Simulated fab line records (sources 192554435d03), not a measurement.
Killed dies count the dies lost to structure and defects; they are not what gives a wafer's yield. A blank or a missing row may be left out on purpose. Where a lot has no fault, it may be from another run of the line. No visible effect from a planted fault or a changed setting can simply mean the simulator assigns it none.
fab line records	flow n5_finfet
[record] lots = 9	wafers = 26	last_day = 16
route steps=1938 shown DUMMY_GATE@233 SPACER0@259 BEOL_M4@1111 PASSIVATION@1936
lots untouched by any fault: they come from a run of this same line in which no faults occurred
start_h: start of the lot's first displayed wafer, in hours after the record's first day	wait_h: hours since the lot's step before	" identical to the entry in the row above	L1.1+2: one row covering several wafers at once	- no value, or no start given	* or withheld: withheld	< > ~ a bound
route shown NAME@n: a module of which the file shows steps, and the number in the route of the first	usual: average and standard deviation across the fault-free wafers	same: alike in all rows	chamber/n: place in a boat	sites: readings site by site	_std_site: standard deviation across them	_edge_site: outer sites' mean less inner sites'	radius_mm: how far each site lies from the wafer's centre	mask NAME#n: copy n	behind: the most recent tool/chamber to have shaped the wafer	hold: why the lot was held/for how many hours/how that ended	device: names the non-switching transistor (n, p or np)	end of line: tests run on the same wafers once the route is complete	step lacking rows: just its recipe	killed: not the wafer's yield, but the dies lost to structure and defects at the first sort	map: a wafer's dies, x killed, . not, _ none there
set.NAME: setting as actually run; set.NAME@STEP: the setting as run at that earlier step	model.NAME: the simulator's own value behind a step, which no gauge read
route steps across a sampled set of lots; one table per step, one row per wafer
services: from which hour (start_h, from the record's first day; less than 0 if before it) a tool's chamber was out of use, for how many hours, and why
[[steps]]
[step N5_DUMMY_GATE_INSPECT_17]
[recipe] mode = adi	inspect_instrument = brightfield
[usual] raw_defect_count = 199/51
lot.wafer	tool	chamber	start_h	wait_h	raw_defect_count
L818.3	defect_inspect-01	-	67.14	0.0	162
L818.4	"	-	"	"	155
L818.6	"	-	"	"	143
L820.1	defect_inspect-01	-	75.72	0.1	141
L820.3	"	-	"	"	294
L820.6	"	-	"	"	153
L822.1	defect_inspect-01	-	82.57	0.1	180
L822.2	"	-	"	"	156
L822.4	"	-	"	"	218
L830.1	defect_inspect-01	-	133.39	0.1	230
L830.5	"	-	"	"	235
L831.1	defect_inspect-02	-	136.08	0.1	186
L831.5	"	-	"	"	168
L831.6	"	-	"	"	183
L833.1	defect_inspect-01	-	150.19	0.1	236
L833.2	"	-	"	"	210
L833.6	"	-	"	"	235
L834.1	defect_inspect-01	-	159.76	0.1	194
L834.3	"	-	"	"	154
L834.4	"	-	"	"	200
L836.1	defect_inspect-01	-	167.48	0.1	126
L836.2	"	-	"	"	100
L836.3	"	-	"	"	121
L838.2	defect_inspect-02	-	181.99	0.0	225
L838.4	"	-	"	"	134
L838.5	"	-	"	"	206
[step N5_DUMMY_GATE_ETCH_36]
[recipe] chemistry = CF4	target = SiARC	target_depth_a = 130	pressure_mtorr = 40	source_w = 545	bias_w = 36	Ar_flow_sccm = 100	cf4_flow_sccm = 100	ion_energy_ev = 80
[usual] drypump_motor_current_A = 5.7/0.44	oes_product_au = 0.75/0.059	rf_vpp_V = 184.0/1.1	showerhead_plenum_p_Torr = 2.15/0.063	throttle_valve_pct = 15.70/0.29
lot.wafer	tool	chamber	start_h	wait_h	drypump_motor_current_A	oes_product_au	rf_hours_counter_h	rf_vpp_V	showerhead_plenum_p_Torr	throttle_valve_pct
L818.3	rie_diel-01	3	67.28	0.0	5.8	0.74	150	182.2	2.06	15.56
L818.4	"	1	"	"	6.0	0.96	6	184.0	2.19	15.19
L818.6	"	1	"	"	6.0	0.95	-	184.0	2.19	15.19
L820.1	rie_diel-03	3	75.86	0.0	5.2	0.78	142	184.6	2.24	15.83
L820.3	"	0	"	"	5.7	0.75	113	185.2	2.23	15.78
L820.6	"	3	"	"	5.2	0.78	-	183.8	2.24	15.82
L822.1	rie_diel-04	0	82.73	0.0	4.7	0.72	164	182.8	2.05	15.67
L822.2	"	1	"	"	6.1	0.71	229	183.7	2.13	15.86
L822.4	"	2	"	"	5.8	0.74	144	185.1	2.22	15.25
L830.1	rie_diel-04	2	133.52	0.0	5.8	0.73	163	186.1	2.21	15.29
L830.5	"	1	"	"	6.1	0.69	-	183.9	2.13	15.89
L831.1	rie_diel-01	1	136.21	0.0	6.0	0.92	20	185.1	2.18	15.22
L831.5	"	0	"	"	5.2	0.70	-	185.3	2.19	16.03
L831.6	"	1	"	"	6.0	0.92	-	182.6	2.18	15.21
L833.1	rie_diel-01	3	150.51	0.0	5.8	0.73	167	182.9	2.06	15.59
L833.2	"	2	"	"	6.2	0.75	154	185.2	2.13	15.71
L833.6	"	3	"	"	5.8	0.73	-	183.7	2.06	15.60
L834.1	rie_diel-04	3	159.90	0.0	5.9	0.72	210	184.7	2.13	16.12
L834.3	"	2	"	"	5.7	0.73	175	183.7	2.21	15.29
L834.4	"	0	"	"	4.7	0.70	-	182.9	2.04	15.72
L836.1	rie_diel-01	3	167.67	0.0	5.8	0.71	173	184.2	2.06	15.61
L836.2	"	1	"	"	6.0	0.89	29	184.1	2.18	15.21
L836.3	"	2	"	"	6.3	0.74	160	184.6	2.13	15.73
L838.2	rie_diel-03	1	182.13	0.0	5.8	0.74	181	184.3	2.14	15.79
L838.4	"	3	"	"	5.2	0.75	178	185.9	2.23	15.90
L838.5	"	2	"	"	5.5	0.74	-	183.1	2.07	15.91
[step N5_DUMMY_GATE_STRIP_48]
[recipe] chemistry = N2/H2	time_s = 20	power_w = 100	temp_c = 40	pressure_mtorr = 100	rf_frequency_hz = 6e+07	bias_power_w = 3	n2_flow_sccm = 300	h2_flow_sccm = 300
[usual] bias_power_w = 2.999/0.0086	drypump_motor_current_A = 5.6/0.44	oes_product_au = 0.75/0.06	rf_vpp_V = 45.4/0.84	showerhead_plenum_p_Torr = 3.38/0.11	throttle_valve_pct = 12.31/0.27
lot.wafer	tool	chamber	start_h	wait_h	bias_power_w	drypump_motor_current_A	oes_product_au	rf_hours_counter_h	rf_vpp_V	showerhead_plenum_p_Torr	throttle_valve_pct
L818.3	rie_diel-03	2	68.15	0.0	2.995	5.5	0.77	127	46.2	3.25	12.39
L818.4	"	2	"	"	2.994	5.5	0.77	-	45.7	3.25	12.38
L818.6	"	3	"	"	2.996	5.2	0.78	-	45.5	3.51	12.23
L820.1	rie_diel-04	0	76.91	0.0	2.994	4.7	0.72	162	43.9	3.24	12.50
L820.3	"	1	"	"	2.999	6.1	0.70	227	45.4	3.34	12.40
L820.6	"	3	"	"	3.001	6.0	0.72	-	45.0	3.35	12.59
L822.1	rie_diel-03	0	83.59	0.0	3.011	5.7	0.77	117	45.8	3.55	12.38
L822.2	"	3	"	"	2.993	5.3	0.78	145	45.1	3.50	12.26
L822.4	"	0	"	"	3.007	5.7	0.76	-	46.2	3.55	12.39
L830.1	rie_diel-03	1	134.38	0.0	3.008	5.8	0.75	167	44.8	3.36	12.31
L830.5	"	3	"	"	2.999	5.3	0.77	-	46.6	3.49	12.30
L831.1	rie_diel-01	3	137.18	0.0	3.006	5.8	0.75	162	44.8	3.25	12.22
L831.5	"	3	"	"	2.997	5.8	0.75	-	45.8	3.25	12.22
L831.6	"	2	"	"	3.013	6.3	0.74	-	46.7	3.38	12.37
L833.1	rie_diel-04	2	151.40	0.0	2.997	5.7	0.73	171	45.5	3.50	11.95
L833.2	"	0	"	"	3.006	4.7	0.69	191	44.5	3.23	12.59
L833.6	"	1	"	"	2.996	6.1	0.68	-	45.2	3.32	12.46
L834.1	rie_diel-01	3	161.21	0.0	2.990	5.8	0.73	171	44.3	3.24	12.23
L834.3	"	0	"	"	2.992	5.3	0.69	242	45.4	3.45	12.63
L834.4	"	1	"	"	3.018	6.0	0.90	27	45.4	3.42	11.74
L836.1	rie_diel-04	3	168.53	0.0	3.004	6.0	0.72	214	45.4	3.34	12.64
L836.2	"	0	"	"	3.005	4.7	0.69	198	46.0	3.22	12.57
L836.3	"	2	"	"	3.005	5.7	0.73	178	46.1	3.50	11.98
L838.2	rie_diel-03	0	183.13	0.0	2.996	5.7	0.72	150	45.0	3.53	12.49
L838.4	"	1	"	"	3.008	5.8	0.75	181	45.5	3.35	12.35
L838.5	"	0	"	"	2.996	5.7	0.73	-	45.6	3.53	12.48
[step N5_SPACER0_ALD_00]
[recipe] material = SiOCN	target_thk_a = 35	temp_c = 400	ald_precursor_family = alkyl-aminosilane	ald_co_reactant = O2/N2-plasma	pulse_time_s = 3	purge_time_s = 2	co_reactant_purge_time_s = 2	ald_cycles = 58	pressure_torr = 2
[usual] ald_cycles = 58/0	heater_power_w = 825/62	precursor_pulse_height_rel = 0.999/0.02
lot.wafer	tool	chamber	start_h	wait_h	ald_cycles	heater_power_w	precursor_pulse_height_rel
L818.3	ald_sin-04	2	69.11	0.1	58	942	0.992
L818.4	"	3	"	"	58	827	1.006
L818.6	"	1	"	"	58	868	1.004
L820.1	ald_sin-04	1	77.29	0.1	58	888	1.008
L820.3	"	2	"	"	58	971	0.978
L820.6	"	0	"	"	58	795	0.987
L822.1	ald_sin-04	2	84.08	0.1	58	953	0.981
L822.2	"	1	"	"	58	855	1.004
L822.4	"	0	"	"	58	768	0.994
L830.1	ald_sin-04	3	135.49	0.1	74	781	1.006
L830.5	"	0	"	"	58	785	0.991
L831.1	ald_sin-04	2	137.56	0.1	74	984	0.971
L831.5	"	0	"	"	58	786	1.001
L831.6	"	1	"	"	58	829	1.017
L833.1	ald_sin-02	1	152.67	0.1	58	789	1.001
L833.2	"	0	"	"	58	787	0.988
L833.6	"	3	"	"	58	807	0.995
L834.1	ald_sin-02	3	161.58	0.1	58	809	1.031
L834.3	"	0	"	"	58	790	1.016
L834.4	"	2	"	"	58	919	0.979
L836.1	ald_sin-01	2	168.91	0.1	58	791	0.985
L836.2	"	0	"	"	58	785	1.010
L836.3	"	3	"	"	58	882	0.985
L838.2	ald_sin-01	3	183.53	0.1	58	841	0.978
L838.4	"	1	"	"	58	806	1.000
L838.5	"	1	"	"	58	791	0.989
[step N5_BEOL_M4_RC_MEAS_101]
[usual] DIBL_N = 35.9/1.6	DIBL_P = 35.6/2.1	IOFF_N = 0.149/0.029	IOFF_P = 0.20/0.033	IOFF_P_85C = 3.5/0.49	IOFF_P_LIN = 0.095/0.013	ION_N = 671/11	ION_P = 460/7.3	REXT_N = 74.9/1.9	REXT_P = 100.9/2.6	SS_N = 71.4/0.62	SS_P = 73.2/0.65	VT_N = 251/3.1	VT_P = -251/3.4	VT_P_LVT = -100/3.3
lot.wafer	tool	chamber	start_h	wait_h	DIBL_N[mV/V]	DIBL_P[mV/V]	IOFF_N[nA/um]	IOFF_P[nA/um]	IOFF_P_85C[nA/um]	IOFF_P_LIN[nA/um]	ION_N[uA/um]	ION_P[uA/um]	REXT_N[ohm.um]	REXT_P[ohm.um]	SS_N[mV/dec]	SS_P[mV/dec]	VT_N[mV]	VT_P[mV]	VT_P_LVT[mV]
L818.3	prober-01	0	180.00	0.3	34.8	36.8	0.153	0.19	3.3	0.090	687	462	74.9	106.2	71.7	73.5	252	-255	-103
L818.4	"	0	"	"	35.9	38.6	0.169	0.20	3.5	0.094	676	455	75.7	107.4	72.1	73.4	252	-253	-103
L818.6	"	0	"	"	33.8	35.6	0.124	0.17	3.0	0.082	654	454	75.5	106.7	71.4	72.9	260	-256	-105
L820.1	prober-02	0	192.97	0.0	34.9	35.5	0.133	0.19	3.3	0.093	665	451	76.7	99.9	71.9	72.9	252	-251	-100
L820.3	"	0	"	"	32.3	33.0	0.114	0.16	2.9	0.082	669	456	76.4	99.9	70.5	73.0	254	-253	-103
L820.6	"	0	"	"	33.7	34.1	0.122	0.18	3.1	0.088	667	464	76.9	98.8	70.7	72.4	252	-254	-101
L822.1	prober-02	0	196.43	0.0	36.4	36.1	0.144	0.17	3.0	0.080	659	444	71.8	97.2	72.3	72.7	252	-258	-103
L822.2	"	0	"	"	35.6	37.0	0.144	0.18	3.1	0.085	665	452	73.9	97.4	71.3	72.4	250	-254	-103
L822.4	"	0	"	"	36.7	38.0	0.158	0.20	3.5	0.091	668	459	73.5	94.6	71.3	73.1	251	-252	-100
L830.1	prober-02	0	254.23	0.0	30.3	31.3	0.080	0.12	2.2	0.062	627	428	81.6	120.2	70.3	72.5	261	-261	-108
L830.5	"	0	"	"	37.9	38.3	0.178	0.23	4.0	0.104	670	457	70.4	105.3	72.4	74.4	251	-249	-98
L831.1	prober-01	0	257.33	0.0	32.9	32.4	0.097	0.11	2.2	0.059	637	435	89.1	115.3	70.9	72.3	259	-261	-111
L831.5	"	0	"	"	37.1	36.3	0.158	0.19	3.4	0.092	670	464	77.4	98.5	72.0	73.3	250	-253	-100
L831.6	"	0	"	"	37.4	37.6	0.155	0.20	3.5	0.093	677	460	79.3	99.7	72.0	73.9	251	-250	-99
L833.1	prober-02	0	273.80	0.0	37.3	38.0	0.163	0.23	3.9	0.102	665	458	77.7	101.6	72.7	73.9	250	-251	-104
L833.2	"	0	"	"	36.2	35.3	0.141	0.18	3.1	0.085	656	450	76.0	103.0	71.8	73.1	253	-257	-107
L833.6	"	0	"	"	36.7	35.5	0.150	0.19	3.3	0.088	661	458	75.7	103.0	72.4	73.3	253	-254	-106
L834.1	prober-02	0	277.04	0.0	35.2	34.7	0.118	0.16	3.0	0.081	661	454	78.2	101.7	71.2	73.4	254	-257	-105
L834.3	"	0	"	"	36.1	35.8	0.131	0.18	3.2	0.086	667	457	77.6	102.3	71.2	73.6	255	-252	-104
L834.4	"	0	"	"	35.1	34.6	0.127	0.16	3.0	0.081	680	464	77.1	102.5	70.7	73.3	251	-255	-104
L836.1	prober-01	0	283.36	0.0	35.7	34.9	0.132	0.20	3.6	0.100	672	465	73.6	97.3	72.0	73.4	254	-250	-99
L836.2	"	0	"	"	33.7	32.6	0.110	0.17	3.1	0.089	651	454	74.6	97.3	70.9	72.2	254	-249	-99
L836.3	"	0	"	"	36.3	35.9	0.150	0.21	3.7	0.101	664	453	73.7	97.7	71.7	73.2	252	-248	-98
L838.2	prober-02	0	300.61	0.2	36.8	35.2	0.157	0.21	3.5	0.098	681	468	74.7	98.7	70.7	73.0	253	-250	-97
L838.4	"	0	"	"	38.7	38.1	0.199	0.26	4.4	0.119	683	467	76.6	100.2	71.9	73.8	245	-244	-94
L838.5	"	0	"	"	39.1	38.4	0.213	0.27	4.4	0.118	697	475	76.2	99.7	72.5	74.2	244	-248	-93
[step N5_PASSIVATION_PROBE_49]
[usual] defect_limited_yield = 90.9/1.5	killed_at_M0_to_M3 = 36/9.9	killed_at_M4_up = 13/4.5	killed_at_contacts = 13/6.4	killed_at_front_end = 42/12	killed_at_other = 3.4/3	killed_dies = 107/18	killed_open = 69/13	killed_short = 35/8.2	sort_bin_5_function = 5.3/1.1	sort_bin_6_memory = 3.4/0.69	sort_bin_8_speed = 0.00/0.0071	sort_n_pass = 1073/18	sort_yield_pct = 90.9/1.5
[same] gross_dies = 1180	killed_at_back_side = 0	sort_bin_4_leakage[%] = 0
lot.wafer	tool	chamber	start_h	wait_h	defect_limited_yield[%]	killed_at_M0_to_M3	killed_at_M4_up	killed_at_contacts	killed_at_front_end	killed_at_other	killed_dies	killed_open	killed_short	sort_bin_5_function[%]	sort_bin_6_memory[%]	sort_bin_8_speed[%]	sort_n_pass	sort_yield_pct[%]
L818.3	prober-01	-	275.61	0.1	89.8	50	13	6	46	5	120	67	52	6.4	3.4	0	1060	89.8
L818.4	prober-01	-	275.66	0.2	90.4	34	12	15	41	11	113	63	50	5.9	3.3	0	1067	90.4
L818.6	prober-01	-	275.76	0.3	89.2	46	13	12	53	3	127	66	53	4.6	5.1	0	1053	89.2
L820.1	prober-02	-	294.79	0.0	92.0	43	5	4	40	2	94	54	38	5.0	2.6	0	1086	92.0
L820.3	prober-02	-	294.89	0.1	91.9	38	5	7	43	2	95	56	39	4.6	3.4	0	1085	91.9
L820.6	prober-02	-	295.04	0.3	93.0	28	8	9	37	1	83	48	35	4.4	2.6	0	1097	93.0
L822.1	prober-02	-	305.99	0.0	91.4	31	15	16	39	0	101	74	27	4.9	3.5	0	1079	91.4
L822.2	prober-02	-	306.04	0.1	91.2	23	15	21	43	2	104	68	32	4.6	3.8	0	1076	91.2
L822.4	prober-02	-	306.14	0.2	90.7	26	13	15	52	4	110	65	43	5.5	3.6	0	1070	90.7
L830.1	prober-01	-	352.08	0.0	92.8	29	10	5	41	0	85	51	33	4.2	2.5	35.00	682	57.8
L830.5	prober-01	-	352.28	0.2	91.9	34	10	5	43	3	95	52	34	5.0	2.3	0	1085	91.9
L831.1	prober-02	-	355.98	0.0	90.6	33	11	17	45	5	111	73	31	5.3	3.5	7.97	975	82.6
L831.5	prober-02	-	356.18	0.2	88.4	54	14	14	55	0	137	90	42	6.9	3.8	0	1043	88.4
L831.6	prober-02	-	356.23	0.3	91.8	34	12	14	36	1	97	70	25	5.3	2.5	0	1083	91.8
L834.1	prober-01	-	376.51	1.1	92.1	45	13	9	25	1	93	70	23	4.5	3.2	0	1087	92.1
L834.3	prober-01	-	376.61	1.2	89.2	48	8	17	53	2	128	67	58	6.3	4.1	0	1052	89.2
L834.4	prober-01	-	376.66	1.2	90.8	36	12	6	53	2	109	67	37	6.1	3.1	0	1071	90.8
L833.1	prober-01	-	382.15	0.0	92.2	15	11	18	46	2	92	62	30	4.3	3.3	0	1088	92.2
L833.2	prober-01	-	382.20	0.1	92.5	27	14	12	34	2	89	57	28	4.2	3.0	0	1091	92.5
L833.6	prober-01	-	382.40	0.3	92.5	24	10	19	31	5	89	57	28	4.3	2.9	0	1091	92.5
L836.2	prober-02	-	386.76	0.1	92.5	27	10	17	23	11	88	55	32	4.5	2.5	0	1092	92.5
L836.3	prober-02	-	386.81	0.1	92.0	31	18	3	28	14	94	67	25	4.2	3.3	0	1086	92.0
L838.2	prober-02	-	394.99	0.1	91.9	29	9	22	35	1	96	62	31	4.6	3.2	0	1084	91.9
L838.4	prober-02	-	395.09	0.2	89.5	48	9	16	45	6	124	84	39	6.2	4.1	0	1056	89.5
L838.5	prober-02	-	395.14	0.2	91.4	36	6	26	31	3	102	68	31	5.3	3.1	0	1078	91.4
// killed by level:class
L818.3 BEOL_M0_SAQP:geometric_particle:short=17 FIN_SAQP:geometric_particle:short=12 BEOL_M0_SAQP:geometric_particle:open=12 BEOL_M2:geometric_particle:open=9 FIN_SAQP:geometric_particle:open=8 DUMMY_GATE:geometric_particle:open=5 MOL_CONTACT_COAG:geometric_particle:open=5 ILD0:geometric_particle:short=4
L818.4 MOL_CONTACT_COAG:geometric_particle:open=12 BEOL_M0_SAQP:geometric_particle:open=9 BEOL_M0_SAQP:geometric_particle:short=8 FIN_SAQP:geometric_particle:short=7 FIN_SAQP:geometric_particle:open=6 BEOL_M4:geometric_particle:open=6 STI_FIN_REVEAL:geometric_particle:open=5 GATE_CUT:geometric_particle:short=5
L818.6 BEOL_M0_SAQP:geometric_particle:open=14 BEOL_M0_SAQP:geometric_particle:short=12 FIN_SAQP:geometric_particle:short=10 MOL_CONTACT_COAG:geometric_particle:open=10 FIN_SAQP:geometric_particle:open=9 HKMG_FIN:area_etch=8 GATE_CUT:geometric_particle:short=6 BEOL_M4:geometric_particle:short=5
L820.1 BEOL_M0_SAQP:geometric_particle:short=12 BEOL_M0_SAQP:geometric_particle:open=9 STI_FIN_REVEAL:geometric_particle:open=8 BEOL_M2:geometric_particle:open=8 FIN_SAQP:geometric_particle:short=7 DUMMY_GATE:geometric_particle:open=6 BEOL_M3:geometric_particle:open=5 FIN_SAQP:geometric_particle:open=3
L820.3 BEOL_M0_SAQP:geometric_particle:short=13 BEOL_M0_SAQP:geometric_particle:open=12 MOL_CONTACT_COAG:geometric_particle:open=7 BEOL_M3:geometric_particle:open=7 FIN_SAQP:geometric_particle:open=6 FIN_SAQP:geometric_particle:short=6 STI_FIN_REVEAL:geometric_particle:open=6 DUMMY_GATE:geometric_particle:short=5
L820.6 BEOL_M0_SAQP:geometric_particle:short=12 BEOL_M0_SAQP:geometric_particle:open=8 FIN_SAQP:geometric_particle:open=7 STI_FIN_REVEAL:geometric_particle:open=7 MOL_CONTACT_COAG:geometric_particle:open=7 FIN_SAQP:geometric_particle:short=6 BEOL_M3:geometric_particle:open=5 STARTING-WAFER:geometric_particle:short=4
L822.1 MOL_CONTACT_COAG:geometric_particle:open=14 FIN_SAQP:geometric_particle:open=11 STI_FIN_REVEAL:geometric_particle:open=8 BEOL_M0_SAQP:geometric_particle:open=8 BEOL_M0_SAQP:geometric_particle:short=7 FIN_SAQP:geometric_particle:short=6 GATE_CUT:geometric_particle:short=6 BEOL_M3:geometric_particle:open=6
L822.2 MOL_CONTACT_COAG:geometric_particle:open=16 FIN_SAQP:geometric_particle:open=10 FIN_SAQP:geometric_particle:short=9 BEOL_M0_SAQP:geometric_particle:open=8 STI_FIN_REVEAL:geometric_particle:open=6 MOL_CONTACT_COAG:geometric_particle:short=5 BEOL_M4:geometric_particle:open=5 BEOL_M8:geometric_particle:open=5
L822.4 FIN_SAQP:geometric_particle:open=12 FIN_SAQP:geometric_particle:short=11 MOL_CONTACT_COAG:geometric_particle:open=10 GATE_CUT:geometric_particle:short=8 BEOL_M4:geometric_particle:open=7 GATE_CUT:geometric_particle:open=6 BEOL_M0_SAQP:geometric_particle:short=6 BEOL_M0_SAQP:geometric_particle:open=6
L830.1 STI_FIN_REVEAL:geometric_particle:open=8 BEOL_M0_SAQP:geometric_particle:open=8 BEOL_M0_SAQP:geometric_particle:short=8 GATE_CUT:geometric_particle:short=7 STARTING-WAFER:geometric_particle:open=7 BEOL_M2:geometric_particle:open=6 MOL_CONTACT_COAG:geometric_particle:open=4 BEOL_M1:geometric_particle:open=4
L830.5 FIN_SAQP:geometric_particle:short=8 BEOL_M0_SAQP:geometric_particle:short=8 STI_FIN_REVEAL:geometric_particle:open=7 BEOL_M2:geometric_particle:open=7 HKMG_FIN:area_etch=7 FIN_SAQP:geometric_particle:open=5 DUMMY_GATE:geometric_particle:open=5 GATE_CUT:geometric_particle:short=4
L831.1 MOL_CONTACT_COAG:geometric_particle:open=15 STI_FIN_REVEAL:geometric_particle:open=10 FIN_SAQP:geometric_particle:open=9 FIN_SAQP:geometric_particle:short=7 BEOL_M0_SAQP:geometric_particle:short=7 BEOL_M2:geometric_particle:open=7 BEOL_M0_SAQP:geometric_particle:open=6 BEOL_M1:geometric_particle:open=5
L831.5 BEOL_M0_SAQP:geometric_particle:short=17 STI_FIN_REVEAL:geometric_particle:open=14 BEOL_M0_SAQP:geometric_particle:open=14 MOL_CONTACT_COAG:geometric_particle:open=13 FIN_SAQP:geometric_particle:open=11 BEOL_M3:geometric_particle:open=7 DUMMY_GATE:geometric_particle:open=6 BEOL_M1:geometric_particle:open=5
L831.6 MOL_CONTACT_COAG:geometric_particle:open=13 FIN_SAQP:geometric_particle:open=11 STI_FIN_REVEAL:geometric_particle:open=7 BEOL_M1:geometric_particle:open=7 BEOL_M0_SAQP:geometric_particle:open=6 BEOL_M2:geometric_particle:open=5 BEOL_M0_SAQP:geometric_particle:short=4 BEOL_M3:geometric_particle:open=4
L834.1 BEOL_M0_SAQP:geometric_particle:open=11 BEOL_M1:geometric_particle:open=9 MOL_CONTACT_COAG:geometric_particle:open=8 BEOL_M3:geometric_particle:open=7 BEOL_M4:geometric_particle:open=7 GATE_CUT:geometric_particle:open=6 BEOL_M2:geometric_particle:open=6 GATE_CUT:geometric_particle:short=5
L834.3 FIN_SAQP:geometric_particle:short=18 BEOL_M1:geometric_particle:open=14 MOL_CONTACT_COAG:geometric_particle:short=11 BEOL_M0_SAQP:geometric_particle:open=10 GATE_CUT:geometric_particle:short=7 MOL_CONTACT_COAG:geometric_particle:open=6 BEOL_M3:geometric_particle:open=6 FIN_SAQP:geometric_particle:open=5
L834.4 STI_FIN_REVEAL:geometric_particle:open=12 FIN_SAQP:geometric_particle:open=9 BEOL_M2:geometric_particle:open=9 BEOL_M1:geometric_particle:open=7 FIN_SAQP:geometric_particle:short=6 STI_FIN_REVEAL:geometric_particle:short=5 MOL_CONTACT_COAG:geometric_particle:open=5 ILD0:geometric_particle:short=4
L833.1 FIN_SAQP:geometric_particle:open=15 MOL_CONTACT_COAG:geometric_particle:open=13 FIN_SAQP:geometric_particle:short=10 BEOL_M4:geometric_particle:open=8 STI_FIN_REVEAL:geometric_particle:open=6 MOL_CONTACT_COAG:geometric_particle:short=5 GATE_CUT:geometric_particle:open=4 BEOL_M0_SAQP:geometric_particle:open=4
L833.2 MOL_CONTACT_COAG:geometric_particle:open=9 FIN_SAQP:geometric_particle:short=7 BEOL_M1:geometric_particle:open=7 FIN_SAQP:geometric_particle:open=6 STI_FIN_REVEAL:geometric_particle:open=6 BEOL_M0_SAQP:geometric_particle:short=6 BEOL_M0_SAQP:geometric_particle:open=5 BEOL_M3:geometric_particle:open=5
L833.6 MOL_CONTACT_COAG:geometric_particle:open=13 FIN_SAQP:geometric_particle:open=6 STI_FIN_REVEAL:geometric_particle:open=6 MOL_CONTACT_COAG:geometric_particle:short=6 BEOL_M4:geometric_particle:open=6 BEOL_M0_SAQP:geometric_particle:short=5 GATE_CUT:geometric_particle:open=4 BEOL_M1:geometric_particle:open=4
L836.2 MOL_CONTACT_COAG:geometric_particle:open=16 BEOL_M0_SAQP:geometric_particle:open=7 BEOL_M2:geometric_particle:open=7 FIN_SAQP:geometric_particle:short=5 BEOL_M0_SAQP:geometric_particle:short=5 STI_FIN_REVEAL:geometric_particle:open=4 PAD_METAL:geometric_particle:open=4 PAD_METAL:geometric_particle:short=4
L836.3 FIN_SAQP:geometric_particle:open=11 BEOL_M0_SAQP:geometric_particle:open=7 BEOL_M2:geometric_particle:open=7 BEOL_M1:geometric_particle:open=6 BEOL_M0_SAQP:geometric_particle:short=4 BEOL_M4:geometric_particle:open=4 PAD_METAL:geometric_particle:open=4 PAD_METAL:geometric_particle:short=4
L838.2 MOL_CONTACT_COAG:geometric_particle:open=15 FIN_SAQP:geometric_particle:open=9 FIN_SAQP:geometric_particle:short=9 BEOL_M1:geometric_particle:open=9 DUMMY_GATE:geometric_particle:open=8 MOL_CONTACT_COAG:geometric_particle:short=7 BEOL_M3:geometric_particle:open=5 BEOL_M0_SAQP:geometric_particle:short=4
L838.4 BEOL_M3:geometric_particle:open=20 FIN_SAQP:geometric_particle:open=16 MOL_CONTACT_COAG:geometric_particle:open=13 FIN_SAQP:geometric_particle:short=10 BEOL_M0_SAQP:geometric_particle:open=7 BEOL_M0_SAQP:geometric_particle:short=6 BEOL_M2:geometric_particle:open=5 ILD0:geometric_particle:short=4
L838.5 MOL_CONTACT_COAG:geometric_particle:open=23 BEOL_M0_SAQP:geometric_particle:open=11 BEOL_M2:geometric_particle:open=7 GATE_CUT:geometric_particle:short=6 FIN_SAQP:geometric_particle:short=4 FIN_SAQP:geometric_particle:open=4 STARTING-WAFER:geometric_particle:open=4 STARTING-WAFER:geometric_particle:short=4
[[services]]
tool	chamber	start_h	hours	kind
rie_diel-03	1	64.09	32.7	repair
ald_sin-02	0	64.17	15.5	repair
rie_diel-01	2	71.21	11.1	repair
rie_diel-01	-	75.75	4.3	pm
ald_sin-02	3	77.70	2.4	repair
ald_sin-04	-	85.96	14.0	pm
ald_sin-04	0	85.96	14.0	vent_cycle
ald_sin-04	1	85.96	14.0	vent_cycle
rie_diel-01	3	89.35	5.1	repair
rie_diel-04	1	100.49	1.5	repair
rie_diel-01	-	103.88	18.9	repair
rie_diel-04	3	109.90	12.2	repair
ald_sin-02	-	112.32	0.6	repair
ald_sin-01	0	116.49	4.4	repair
rie_diel-04	3	126.58	27.6	repair
rie_diel-01	-	126.93	0.3	repair
ald_sin-01	-	134.08	0.8	pm
ald_sin-02	-	134.75	2.8	pm
rie_diel-04	-	138.91	0.5	repair
rie_diel-04	1	154.34	-	clean
rie_diel-04	1	154.34	-	consumable_replace:focus_ring
rie_diel-04	1	154.34	25.1	scheduled_down
rie_diel-04	1	154.34	25.1	vent_cycle
ald_sin-02	-	177.21	14.0	pm
[[key]]
[first_sign] step = N5_SPACER0_ALD_00	reading = ald_cycles	direction = up	sigmas = 99+	usual = *	struck = *
[effect] step = N5_BEOL_M4_RC_MEAS_101	reading = REXT_P	direction = up	sigmas = 6.4	usual = 100.9	struck = 117.8
[effect] step = N5_BEOL_M4_RC_MEAS_101	reading = REXT_N	direction = up	sigmas = 5.6	usual = 74.9	struck = 85.3
[effect] step = N5_BEOL_M4_RC_MEAS_101	reading = ION_P	direction = down	sigmas = 3.9	usual = 460	struck = 432
[effect] step = N5_BEOL_M4_RC_MEAS_101	reading = ION_N	direction = down	sigmas = 3.5	usual = 671	struck = 632
[effect] step = N5_BEOL_M4_RC_MEAS_101	reading = VT_P	direction = down	sigmas = 2.8	usual = -251	struck = -261
[effect] step = N5_BEOL_M4_RC_MEAS_101	reading = VT_P_LVT	direction = down	sigmas = 2.8	usual = -100	struck = -109
[effect] step = N5_BEOL_M4_RC_MEAS_101	reading = VT_N	direction = up	sigmas = 2.8	usual = 251	struck = 260
[effect] step = N5_BEOL_M4_RC_MEAS_101	reading = IOFF_P_LIN	direction = down	sigmas = 2.7	usual = 0.095	struck = 0.061
[effect] step = N5_BEOL_M4_RC_MEAS_101	reading = DIBL_N	direction = down	sigmas = 2.7	usual = 35.9	struck = 31.6
[effect] step = N5_BEOL_M4_RC_MEAS_101	reading = IOFF_P_85C	direction = down	sigmas = 2.6	usual = 3.5	struck = 2.2
[effect] step = N5_PASSIVATION_PROBE_49	reading = sort_bin_8_speed	direction = up	sigmas = 99+	usual = 0.00	struck = 21.48
met_at N5_SPACER0_ALD_00
struck_lots L830,L831
struck_wafers L830.1,L831.1
not_acting_at N5_DUMMY_GATE_INSPECT_17,N5_DUMMY_GATE_ETCH_36,N5_DUMMY_GATE_STRIP_48
onset_between 84.08 135.49
[fault] kind = process_parameter_drift	tool = ald_sin-04	chamber = -	onset_h = 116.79	steps = N5_SPACER0_ALD_00	channel = ald_cycles	offset = *	shape = step	end_h = 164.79	scope = struck_wafers_only	acts_in = *	stated = *
